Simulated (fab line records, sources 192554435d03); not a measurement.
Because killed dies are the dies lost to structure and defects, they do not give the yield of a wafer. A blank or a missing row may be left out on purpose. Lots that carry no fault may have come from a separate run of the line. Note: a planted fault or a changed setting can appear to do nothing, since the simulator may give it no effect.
fab line records    flow n5-finfet
record lots=5  wafers=12  last-day=17
route steps=1938 shown MOL_CONTACT_COAG@621 BEOL_M0_SAQP@632 BEOL_M0@743 BEOL_M4@1111
lots that met no fault: from a run of the same line without faults
start-h: start of the lot's first displayed wafer, in hours after the record's first day    wait-h: time in hours since the lot's previous step    " repeats the value in the row above    L1.1+2: a row that stands for several wafers    - either no value or no given start    * or withheld: withheld    < > ~ a bound
route shown NAME@n: names a module that has steps shown in the file, with the first one's number in the route    usual: mean and standard deviation over wafers with no fault    same: alike in all rows    chamber/n: place in a boat    sites: each site's reading    _std_site: standard deviation of those values    _edge_site: the outer-site mean with the inner-site mean subtracted    radius-mm: how far each site lies from the wafer's centre    mask NAME#n: copy n    behind: tool/chamber where the wafer was last shaped    hold: why the lot went on hold/how many hours it stayed there/how the hold came to an end    device: whichever transistor did not switch (one of n, p or np)    end of line: at the end of the route, the tests of the same wafers    step lacking rows: just its recipe    killed: dies lost to structure and defects at the first sort, not the wafer's yield    map: shows each die of a wafer: x if killed, . if not, _ if none is there
set.NAME: the setting the step ran with; set.NAME@STEP: the setting that earlier step ran with    model.NAME: the simulator's own value behind a step, which no gauge read
lots at selected steps of the route; one table per step, one row per wafer
services: from which hour (start-h, from the record's first day; less than 0 if before it) a tool's chamber was out of use, for how many hours, and why
## steps
# step N5_MOL_CONTACT_COAG_SRD_139
# recipe dry=ipa-marangoni  time-s=30  temp-c=23  rinse-liquid=diw
# step N5_MOL_CONTACT_COAG_PRE_CLEAN_121
# recipe gas=H2/He  time-s=*  temp-c=withheld
# step N5_MOL_CONTACT_COAG_CVD_140
# recipe material=W  target-thk-a=665  mode=selective-fill  temp-c=300  time-s=215
# step N5_MOL_CONTACT_COAG_PRECLEAN_127
# recipe chemistry=DIW  time-s=57.5  temp-c=23
# step N5_MOL_CONTACT_COAG_SRD_128
# recipe dry-time-s=32  dry=n2-spin  spin-rpm=1500
# step N5_MOL_CONTACT_COAG_CMP_52
# recipe stop-on=SiO2  t-overpolish-s=1.5  post-cmp-clean=w-dilute-nh4oh  down-force-psi=4  platen-rpm=50.289  pad-velocity-m-s=1.0006  target-thk-nm=66.5
# step N5_MOL_CONTACT_COAG_ANNEAL_112
# recipe temp-c=400  time-s=1800  ambient=HPD2  pressure-atm=10
# step N5_BEOL_M0_SAQP_PECVD_00
# recipe material=SiCN  target-thk-a=80  temp-c=withheld  precursor=3MS/NH3  pressure-torr=3  rf-w=202  time-s=14
# step N5_BEOL_M0_SAQP_ILD_DEP_01
# recipe material=SiOC  target-thk-a=454.19  temp-c=350  precursor=DEMS/O2  pressure-torr=5  rf-w=500  time-s=8.7
# usual heater-power-w=480/62  showerhead-plenum-p-Torr=5.693/0.013  throttle-valve-pct=12.0/0.57
lot.wafer  tool      chamber  start-h  wait-h  heater-power-w  showerhead-plenum-p-Torr  throttle-valve-pct  model.SiOC_of_BEOL_M0_SAQP_ILD_DEP_01.thk-nm
L678.1     pecvd-04  0        145.86   0.0     410             5.664                     11.7                45.2
L678.3     "         1        "        "       504             5.703                     11.8                44.2
L678.6     "         2        "        "       522             5.689                     11.3                45.6
L687.1     pecvd-04  0        197.84   0.0     480             5.689                     12.2                45.2
L687.2     "         2        "        "       568             5.702                     11.5                61.4
L688.3     pecvd-04  2        201.29   0.0     527             5.690                     11.3                61.4
L688.6     "         1        "        "       429             5.708                     12.1                45.2
L692.3     pecvd-04  0        233.21   0.0     481             5.689                     12.3                62.2
L692.6     "         0        "        "       470             5.683                     12.1                45.4
L695.1     pecvd-01  0        246.34   0.0     444             5.684                     13.1                44.6
L695.4     "         2        "        "       448             5.686                     12.2                45.8
L695.5     "         0        "        "       443             5.690                     12.9                45.8
# step N5_BEOL_M0_SAQP_HM_DEP_02
# recipe material=TiN  target-thk-a=120  temp-c=25  chamber-pressure-pa=0.49996
# step N5_BEOL_M0_SAQP_PECVD_03
# recipe material=SiCN  target-thk-a=120  temp-c=withheld  precursor=3MS/NH3  pressure-torr=3  rf-w=202  time-s=21.1
# step N5_BEOL_M0_SAQP_PECVD_96
# recipe material=a-Si  target-thk-a=450  temp-c=350  precursor=SiH4/He  pressure-torr=3  rf-w=100  time-s=45.2
# step N5_BEOL_M0_SAQP_PECVD_97
# recipe material=SiNx  target-thk-a=230  temp-c=350  precursor=SiH4/NH3/N2  pressure-torr=1.5  rf-w=300  time-s=19.9
# step N5_BEOL_M0_SAQP_PECVD_04
# recipe material=a-Si  target-thk-a=600  temp-c=350  precursor=SiH4/He  pressure-torr=3  rf-w=100  time-s=60.2
# step N5_BEOL_M0_SAQP_HM_DEP_111
# recipe material=SiO2  target-thk-a=120  temp-c=400  precursor=SiH4/N2O  pressure-torr=0.75  rf-w=275  time-s=7.2
# step N5_BEOL_M0_SAQP_COAT_81
# recipe resist=SOC  temp-c=250  time-s=60  spin-rpm=1500  resist-thk-nm=100
# step N5_BEOL_M0_SAQP_COAT_82
# recipe resist=SiARC  temp-c=220  time-s=60  spin-rpm=1500  resist-thk-nm=30
# step N5_BEOL_M0_SAQP_COAT_08
# recipe resist=CAR-ArF  spin-rpm=1500  resist-thk-nm=90
# step N5_BEOL_M0_SAQP_EBR_10
# recipe solvent=PGMEA  ebr-width-mm=1.5
# step N5_BEOL_M0_SAQP_SOFTBAKE_09
# recipe temp-c=110  time-s=60  resist=CAR-ArF
# step N5_BEOL_M0_SAQP_EXPOSE_11
# recipe mask-id=M0_CORE  na=1.35  source-shape=dipole  sigma-inner=0.538  sigma-outer=0.738  polarization=te  target-cd-nm=42  dose-mj=55
# step N5_BEOL_M0_SAQP_PEB_12
# recipe peb-temp-c=withheld  peb-time-s=60  resist=CAR-ArF
# step N5_BEOL_M0_SAQP_DEVELOP_13
# recipe develop-time-s=30  developer=TMAH  resist=CAR-ArF  dev-temp-c=23  rinse-liquid=diw  dry=air-spin
# step N5_BEOL_M0_SAQP_DESCUM_19
# recipe chemistry=O2  time-s=7.9  source-power-w=50  bias-power-w=20  pressure-mtorr=20  rf-frequency-hz=2.712e+07  temp-c=40  resist=CAR-ArF  o2-flow-sccm=225
# step N5_BEOL_M0_SAQP_ETCH_83
# recipe chemistry=CF4  target=SiARC  target-depth-a=390  mask-material=CAR-ArF  time-s=65  ion-energy-ev=80  pressure-mtorr=40  source-w=545  bias-w=36  Ar_flow_sccm=100  cf4-flow-sccm=100  ends=cleared
# step N5_BEOL_M0_SAQP_ETCH_84
# recipe chemistry=N2/H2  target=SOC  target-depth-a=1000  overetch-a=200  mask-material=SiARC  temp-c=40  time-s=150  ion-energy-ev=200  pressure-mtorr=30  source-w=840  bias-w=150  n2-flow-sccm=200  h2-flow-sccm=200
# step N5_BEOL_M0_SAQP_STRIP_80
# recipe chemistry=N2/H2  temp-c=40  n2-flow-sccm=200  h2-flow-sccm=200  rf-frequency-hz=6e+07
# step N5_BEOL_M0_SAQP_HM_OPEN_112
# recipe chemistry=CHF3/O2  target=SiO2  stop-on=a-Si  target-depth-a=120  over-etch-frac=1.25  mask-material=SOC  time-s=13.5  pressure-mtorr=30  source-w=650  bias-w=170  Ar_flow_sccm=200  CHF3_flow_sccm=50  O2_flow_sccm=5  ion-energy-ev=200  ends=end-point
# step N5_BEOL_M0_SAQP_STRIP_113
# recipe chemistry=CHF3/O2  resist=SiARC  rf-frequency-hz=6e+07
# step N5_BEOL_M0_SAQP_MANDREL_ETCH_20
# recipe target-depth-a=600  chemistry=HBr/Cl2  target=a-Si  stop-on=SiNx  bt-time-s=10  mask-material=SOC  over-etch-frac=0.5  time-s=30  pressure-mtorr=10  icp-w=800  bias-w=75  HBr_flow_sccm=150  Cl2_flow_sccm=80  ends=end-point
# step N5_BEOL_M0_SAQP_STRIP_86
# recipe chemistry=N2/H2  power-w=500  temp-c=40  pressure-mtorr=50  rf-frequency-hz=6e+07  overash-fraction=0.3  bias-power-w=28  h2-frac=0.5  n2-flow-sccm=300  h2-flow-sccm=300
# step N5_BEOL_M0_SAQP_STRIP_115
# recipe chemistry=post-etch-residue-remover  time-s=60  temp-c=25  remover-ph=withheld  remover-water-wt-pct=withheld  remover-fluoride-wt-pct=withheld
# step N5_BEOL_M0_SAQP_SRD_93
# recipe dry=ipa-marangoni  time-s=30  temp-c=23  rinse-liquid=diw
# step N5_BEOL_M0_SAQP_RECESS_114
# recipe chemistry=HF/NH3  target=SiO2  target-depth-a=144  afs-cycles=3  temp-c=30  sublimation-temp-c=180  sublimation-time-s=60
# step N5_BEOL_M0_CMP_120
# recipe stop-on=SiOC  t-overpolish-s=6.9  down-force-psi=1  platen-rpm=50  clearing-platen-down-force-psi=1.5  clearing-platen-rpm=50  post-cmp-clean=cu-alkaline  clearing-platen-pad-velocity-m-s=0.99484  pad-velocity-m-s=0.99484
# usual barrier-field-endpoint-s=3.60/0.12  motor-current-A=5.9/0.81  overpolish-run-s=6.900/0.0092  time-to-endpoint-s=61/3.3
lot.wafer  tool    chamber  start-h  wait-h  barrier-field-endpoint-s  motor-current-A  overpolish-run-s  time-to-endpoint-s  model.SiOC_of_BEOL_M0_SAQP_ILD_DEP_01.thk-nm
L678.1     cmp-04  0        161.74   0.4     3.57                      5.2              6.909             64                  39.4
L678.3     "       1        "        "       3.52                      7.0              6.910             60                  38.2
L678.6     "       3        "        "       3.62                      4.7              6.887             61                  39.6
L687.1     cmp-02  3        210.10   0.3     3.40                      6.1              6.909             58                  39
L687.2     "       2        "        "       3.37                      5.9              6.908             57                  55.4
L688.3     cmp-04  3        216.36   0.2     3.64                      4.8              6.887             62                  55.4
L688.6     "       0        "        "       3.75                      5.5              6.897             63                  39.2
L692.3     cmp-04  2        247.12   0.2     3.78                      6.9              6.899             62                  56.2
L692.6     "       1        "        "       3.83                      6.8              6.910             63                  39.2
L695.1     cmp-04  3        260.89   0.3     3.61                      4.5              6.899             67                  38.2
L695.4     "       0        "        "       3.77                      5.7              6.894             63                  39.8
L695.5     "       1        "        "       3.80                      6.6              6.888             60                  39.6
# step N5_BEOL_M0_RS_MEAS_126
# recipe thk-meas-gauge=four-point-probe  reads=Co_of_BEOL_M0_CO_CAP_123+Cu_of_BEOL_M0_ECD_118+Co_of_BEOL_M0_CVD_115+TaN_of_BEOL_M0_ALD_136
# usual M0_RS=0.539/0.021
lot.wafer  tool           chamber  start-h  wait-h  M0_RS[ohm/sq]
L678.1     film-metro-02  -        162.21   0.0     0.527
L678.3     "              -        "        "       0.556
L678.6     "              -        "        "       0.538
L687.1     film-metro-02  -        210.69   0.0     0.560
L687.2     "              -        "        "       0.386
L688.3     film-metro-02  -        217.00   0.1     0.371
L688.6     "              -        "        "       0.529
L692.3     film-metro-02  -        247.64   0.1     0.359
L692.6     "              -        "        "       0.533
L695.1     film-metro-02  -        261.37   0.0     0.548
L695.4     "              -        "        "       0.530
L695.5     "              -        "        "       0.539
# step N5_BEOL_M4_RC_MEAS_101
# usual DIBL_N=36.0/1.6  DIBL_P=36.1/2  IOFF_N=0.160/0.029  IOFF_P=0.21/0.039  ION_N=675/13  ION_P=464/8.8  SS_N=71.5/0.58  SS_P=73.3/0.65  VT_N=250/3.3  VT_P=-249/3.6
lot.wafer  tool       chamber  start-h  wait-h  DIBL_N[mV/V]  DIBL_P[mV/V]  IOFF_N[nA/um]  IOFF_P[nA/um]  ION_N[uA/um]  ION_P[uA/um]  SS_N[mV/dec]  SS_P[mV/dec]  VT_N[mV]  VT_P[mV]
L678.1     prober-01  0        204.34   0.0     35.6          35.6          0.160          0.19           655           449           71.4          73.5          252       -252
L678.3     "          0        "        "       35.5          37.7          0.152          0.21           669           455           71.2          74.0          254       -251
L678.6     "          0        "        "       37.6          38.3          0.188          0.23           671           457           71.9          74.1          249       -249
L687.1     prober-01  0        264.87   0.0     36.4          35.4          0.150          0.17           661           451           70.8          73.2          249       -254
L687.2     "          0        "        "       37.8          37.4          0.193          0.20           694           463           71.6          74.1          245       -251
L688.3     prober-02  0        268.20   0.3     35.9          36.8          0.171          0.23           682           470           71.7          73.5          246       -249
L688.6     "          0        "        "       37.5          38.1          0.183          0.24           667           463           71.9          73.9          249       -249
L692.3     prober-02  0        301.42   0.3     38.4          37.8          0.198          0.25           692           474           72.1          73.9          246       -244
L692.6     "          0        "        "       35.1          34.4          0.130          0.19           670           458           71.2          72.2          253       -249
L695.1     prober-01  0        301.85   0.0     37.7          37.7          0.188          0.25           670           463           72.1          73.4          248       -244
L695.4     "          0        "        "       36.6          37.8          0.174          0.26           666           471           72.0          73.7          248       -244
L695.5     "          0        "        "       35.3          35.9          0.151          0.22           675           465           70.9          72.9          249       -248
## services
tool      chamber  start-h  hours  kind
cmp-02    -        135.25   4.0    pm
cmp-02    -        139.25   -      consumable-replace:conditioner
cmp-02    -        139.25   -      consumable-replace:pad
cmp-04    -        159.73   1.9    repair
pecvd-01  1        178.04   5.5    scheduled-down
cmp-02    -        199.17   2.7    repair
pecvd-04  2        202.40   -      clean
pecvd-04  2        202.40   -      consumable-replace:showerhead
pecvd-04  2        202.40   29.0   scheduled-down
pecvd-04  2        202.40   29.0   vent-cycle
pecvd-01  0        212.78   2.1    scheduled-down
pecvd-04  -        229.27   2.6    repair
cmp-04    -        233.51   0.4    repair
cmp-04    -        239.57   4.0    pm
cmp-04    -        243.57   -      consumable-replace:conditioner
cmp-04    -        243.57   -      consumable-replace:pad
cmp-02    -        243.57   6.4    pm
pecvd-04  1        255.80   14.1   repair
## key
first-sign step=N5_BEOL_M0_RS_MEAS_126  reading=M0_RS  direction=down  sigmas=7.9  usual=0.539  struck=0.372
effect none on later readings
model-effect step=N5_BEOL_M0_SAQP_ILD_DEP_01  value=SiOC_of_BEOL_M0_SAQP_ILD_DEP_01.thk-nm  without=44.73  struck=61.67
model-effect step=N5_BEOL_M0_CMP_120  value=SiOC_of_BEOL_M0_SAQP_ILD_DEP_01.thk-nm  without=38.67  struck=55.67
met-at N5_BEOL_M0_SAQP_ILD_DEP_01
struck-wafers L687.2,L688.3,L692.3
onset-between 145.86 197.84
fault kind=process-parameter-drift  tool=pecvd-04  chamber=-  onset-h=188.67  steps=N5_BEOL_M0_SAQP_ILD_DEP_01  channel=time-s  offset=*  shape=step  end-h=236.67  scope=struck-wafers-only  acts-in=*  stated=*
